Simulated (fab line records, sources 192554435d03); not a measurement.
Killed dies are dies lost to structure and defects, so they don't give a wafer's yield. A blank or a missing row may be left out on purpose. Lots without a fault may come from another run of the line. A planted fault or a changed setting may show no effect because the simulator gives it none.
Split-lot experiment | flow n5_finfet | 7 lots, 39 wafers read, on a route of 1938 steps

THE SPLIT
At N5_DUMMY_GATE_ETCH_32 (etches SiO2 in CF4, target depth 3.5 nm, time 3.9 s), the setting time_s was moved away from the recipe's 3.9 s on 12 of the 39 wafers read, by -22.4% to +21.6%. The other wafers ran this setting at the recipe's value.

The reading is taken at the split's own step.

THE READING
etch.depth_nm (the simulator's own value, which no gauge read), in nm, at N5_DUMMY_GATE_ETCH_32 (etches SiO2 in CF4, target depth 3.5 nm, time 3.9 s). The file gives no usual value for it. The 27 wafers here that ran the recipe average 3.495 nm, standard deviation 0.076 nm.

wafer  | tool, chamber at the split | time_s as run, s | against the recipe | etch.depth_nm, nm | against lot-mates on the recipe
L076.1 | rie_si-06, 0               | 3.551            | -8.9%              | 3.165             | -0.346
L076.2 | rie_si-06, 3               | 3.551            | -8.9%              | 3.121             | -0.390
L076.3 | rie_si-06, 2               | 3.9              | recipe             | 3.555             | -
L076.4 | rie_si-06, 1               | 3.551            | -8.9%              | 3.088             | -0.423
L076.5 | rie_si-06, 2               | 3.9              | recipe             | 3.557             | -
L076.6 | rie_si-06, 1               | 3.9              | recipe             | 3.422             | -
L083.1 | rie_si-01, 1               | 3.9              | recipe             | 3.445             | -
L083.2 | rie_si-01, 0               | 3.9              | recipe             | 3.324             | -
L083.3 | rie_si-01, 2               | 3.9              | recipe             | 3.536             | -
L083.4 | rie_si-01, 3               | 3.9              | recipe             | 3.617             | -
L083.5 | rie_si-01, 0               | 3.9              | recipe             | 3.308             | -
L083.6 | rie_si-01, 3               | 3.9              | recipe             | 3.629             | -
L086.1 | rie_si-02, 0               | 3.9              | recipe             | 3.521             | -
L086.2 | rie_si-02, 1               | 3.9              | recipe             | 3.54              | -
L086.3 | rie_si-02, 3               | 4.744            | +21.6%             | 4.208             | +0.699
L086.4 | rie_si-02, 1               | 4.744            | +21.6%             | 4.305             | +0.796
L086.5 | rie_si-02, 3               | 3.9              | recipe             | 3.465             | -
L086.6 | rie_si-02, 0               | 4.744            | +21.6%             | 4.287             | +0.778
L087.1 | rie_si-02, 1               | 3.9              | recipe             | 3.531             | -
L087.2 | rie_si-02, 0               | 3.9              | recipe             | 3.518             | -
L087.3 | rie_si-02, 3               | 3.9              | recipe             | 3.475             | -
L087.4 | rie_si-02, 0               | 3.9              | recipe             | 3.48              | -
L087.5 | rie_si-02, 1               | 3.9              | recipe             | 3.564             | -
L087.6 | rie_si-02, 3               | 3.9              | recipe             | 3.471             | -
L088.2 | rie_si-06, 3               | 3.9              | recipe             | 3.427             | -
L088.3 | rie_si-06, 2               | 3.9              | recipe             | 3.509             | -
L088.5 | rie_si-06, 1               | 3.9              | recipe             | 3.372             | -
L090.1 | rie_si-06, 3               | 3.025            | -22.4%             | 2.664             | -0.839
L090.2 | rie_si-06, 1               | 3.9              | recipe             | 3.45              | -
L090.3 | rie_si-06, 2               | 3.9              | recipe             | 3.528             | -
L090.4 | rie_si-06, 0               | 3.025            | -22.4%             | 2.721             | -0.782
L090.5 | rie_si-06, 3               | 3.025            | -22.4%             | 2.629             | -0.874
L090.6 | rie_si-06, 2               | 3.9              | recipe             | 3.53              | -
L097.1 | rie_si-02, 0               | 3.9              | recipe             | 3.532             | -
L097.2 | rie_si-02, 2               | 3.056            | -21.6%             | 2.758             | -0.771
L097.3 | rie_si-02, 1               | 3.9              | recipe             | 3.501             | -
L097.4 | rie_si-02, 3               | 3.056            | -21.6%             | 2.723             | -0.806
L097.5 | rie_si-02, 0               | 3.9              | recipe             | 3.554             | -
L097.6 | rie_si-02, 1               | 3.056            | -21.6%             | 2.754             | -0.775

THE FIT
A straight line over all 39 wafers: etch.depth_nm changes by +0.0359 nm for each +1% of time_s; r = +0.98; the points scatter about the line by 0.069 nm.
The same after taking each lot's own level away (the mean of its wafers on the recipe; 39 wafers): +0.0363 nm for each +1%; r = +0.99; scatter 0.066 nm.
On that fit, the largest move of time_s shifts the reading by 0.82 nm.
The lots' own levels span 3.4360 to 3.5290 nm, that is 1.2 times the standard deviation above.
So the lot-to-lot level changes the slope little: the two slopes agree.
Check: with one of the wafers moved furthest among these (-22.4%) left out of the fit, the line predicts -0.821 nm for it against its lot-mates. It came out at -0.839 nm against them.

OTHER SPLITS ON THESE WAFERS
These wafers also went through other splits before the reading. Each is held against what the fit with the lots' levels taken away leaves over:
other split on the same wafers       | wafers away from the commonest value | r with etch.depth_nm (lot level and that fit taken away)
N5_FIN_SAQP_ETCH_65 time_s           | 15                                   | +0.09
N5_DUMMY_GATE_CVD_03 temp_c          | 18                                   | +0.03
N5_DUMMY_GATE_ETCH_31 target_depth_a | 9                                    | -0.14

THE FILE'S OWN FIT
etch.depth_nm changes by +0.0365 nm for each +1% of time_s, r = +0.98.
